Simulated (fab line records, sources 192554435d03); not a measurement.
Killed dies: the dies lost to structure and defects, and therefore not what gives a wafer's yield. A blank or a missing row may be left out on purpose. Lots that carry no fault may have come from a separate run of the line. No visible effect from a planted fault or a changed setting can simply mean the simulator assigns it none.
Struck lot and sound lot, side by side | flow n5Finfet | 16 steps out of a route of 1938
Sound: wafers L281.1, L281.4, L281.6. Struck: wafer L286.1. (L286.2, L286.4 of the same lot were not struck and are left out.) The cause comes at the end.
At each step with rows: each side's tool, then ch and its chambers, then its first start. Under that, the readings that differ: sound wafers | struck wafers | difference of the means | sigmas: that difference in standard deviations of wafers without a fault.
alike: words and numbers the same on both sides, and readings whose means are apart by under 2 such deviations; not compared: readings that were withheld, readings missing a value for some wafer, numbers with overlapping values and no deviation given by the record, and bounds like >300 which may hide the same value.
The two part at a step that has a row with sigmas, a row that says differs or no value, or rows on one side only. Numbers that don't overlap but have no deviation are shown without sigmas and don't part them. A reading missing from all wafers of one side parts the sides only when that side holds two or more wafers.

first, 7 steps without rows for these wafers: N5_BEOL_M3_COAT_76 (time 60 s, resist thk 5 nm); N5_BEOL_M3_COAT_22 (resist thk 30 nm); N5_BEOL_M3_EBR_24; N5_BEOL_M3_SOFTBAKE_23 (time 60 s); N5_BEOL_M3_EXPOSE_25 (exposes mask V2, defocus 5 nm); N5_BEOL_M3_PEB_26 (peb time 60 s); N5_BEOL_M3_DEVELOP_27 (develop time 30 s).
N5_BEOL_M3_CD_MEAS_28: target cd 25.7 nm, target cd y 23.3 nm.
  sound on cdSem-01 ch 0, day 9 10:45; struck on cdSem-01 ch 0, day 11 08:43
  alike: cdNm
N5_BEOL_M3_OVL_MEAS_29:
  sound on overlay-02 ch 0, day 9 10:47; struck on overlay-02 ch 0, day 11 08:44
  alike: V2_OVL
N5_BEOL_M3_INSPECT_30: inspects for defects (brightfield).
  sound: defectInspect-01 at day 9 10:50; struck: defectInspect-01 at day 11 08:48
  alike: rawDefectCount
N5_BEOL_M3_DESCUM_33: chemistry O2, time 7 s.
  sound on rieDiel-05 ch 1,3, day 9 10:53; struck on rieDiel-05 ch 3, day 11 08:50
reading         | sound             | struck | difference | sigmas
rfFwdPowerW (W) | 49.10 49.34 48.89 | 49.56  | +0.45      | +2
  alike: drypumpMotorCurrentA, oesProductAu, rfVppV, showerheadPlenumPTorr, throttleValvePct
  not compared: rfHoursCounterH
N5_BEOL_M3_ETCH_77: etches underlayer in N2/H2, target depth 6.5 nm, time 5.2 s.
  sound on rieDiel-05 ch 1,3, day 9 10:55; struck on rieDiel-05 ch 3, day 11 08:52
  alike: drypumpMotorCurrentA, etchRfOnTimeS, oesProductAu, rfFwdPowerW, rfVppV, showerheadPlenumPTorr, throttleValvePct
  not compared: rfHoursCounterH
N5_BEOL_M3_ETCH_69: etches SiARC in CF4, target depth 15.6 nm, time 26 s.
  sound on rieDiel-05 ch 1,3, day 9 10:56; struck on rieDiel-05 ch 3, day 11 08:53
reading             | sound          | struck | difference | sigmas
etchRfOnTimeS (s)   | 26.0 26.5 26.1 | 32.5   | +6.3       | +11
oesProductAu (a.u.) | 0.79 0.65 0.79 | 0.57   | -0.17      | -3
  alike: drypumpMotorCurrentA, rfFwdPowerW, rfVppV, showerheadPlenumPTorr, throttleValvePct
  not compared: rfHoursCounterH
N5_BEOL_M3_ALD_98: deposits SiO2, target thk 2.5 nm, pulse time 1 s, co reactant pulse time 1 s.
  sound on aldSin-01 ch 0,3, day 9 11:01; struck on aldSin-02 ch 1, day 11 08:58
  alike: heaterPowerW, precursorPulseHeightRel
N5_BEOL_M4_RC_MEAS_101:
  sound on prober-02 ch 0, day 10 17:37; struck on prober-01 ch 0, day 12 06:58
  alike: DIBL_N, DIBL_P, IOFF_N, IOFF_P, ION_N, ION_P, SS_N, SS_P, VT_N, VT_P
next, for these wafers, 1 step has no rows: N5_PASSIVATION_PROBE_49.

== WHERE THEY PART ==
At N5_BEOL_M3_DESCUM_33 first; at N5_BEOL_M3_ETCH_69 last (within this record only). Later steps at which nothing parts them and some readings are alike: N5_BEOL_M3_ALD_98, N5_BEOL_M4_RC_MEAS_101.

WHY: the cause the simulator had injected
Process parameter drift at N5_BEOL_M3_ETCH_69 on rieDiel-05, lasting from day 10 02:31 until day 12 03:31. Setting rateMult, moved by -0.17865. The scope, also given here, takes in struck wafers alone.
